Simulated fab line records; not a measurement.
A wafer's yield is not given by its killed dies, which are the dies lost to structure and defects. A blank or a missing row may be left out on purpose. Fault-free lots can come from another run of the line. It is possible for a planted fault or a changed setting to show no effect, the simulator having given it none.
Matching of chambers    flow n5Finfet    N5_BEOL_M2_ALD_84 on aldMetal-03: 4 sister chambers
The step deposits TaN, pulse time 2 s, purge time 3 s, co reactant purge time 2 s. 4 wafers are shown with their chamber, then 9 later ones without.

== EACH WAFER AND ITS CHAMBER ==
wafer   chamber  heaterPowerOuterW (W)
L082.3  1        248
L082.4  2        240
L092.2  3        211
L092.5  0        186

== WAFERS WHOSE CHAMBER IS MISSING ==
wafer   heaterPowerOuterW (W)
L093.2  211
L093.5  191
L093.6  254
L094.2  243
L094.4  250
L094.5  250
L096.3  244
L096.5  243
L096.6  251

== WHICH CHAMBER EACH WENT THROUGH ==
wafer   from the rows above      in truth
L093.2  3                        3
L093.5  0                        0
L093.6  1                        1
L094.2  can't be placed: 2 or 1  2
L094.4  1                        1
L094.5  1                        1
L096.3  can't be placed: 1 or 2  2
L096.5  can't be placed: 2 or 1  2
L096.6  1                        1
Correctly placed: 6 of 9. Cannot be placed on the basis of these rows: 3; the candidates contain the true chamber in 3. Number placed wrongly: 0.
How it was worked out, from the rows above alone: a wafer's distance from a chamber is the root of the sum, over the readings, of the square of ((its reading less the chamber's mean) divided by the reading's scatter). If the next closest chamber is less than 2 further off than the closest, the wafer can't be placed; otherwise it belongs to the closest. The mean given for a chamber averages the wafers shown for that chamber. The scatter: with one shown wafer a chamber, the root of the mean of the squares of how far each hidden wafer lies from its nearest shown one.
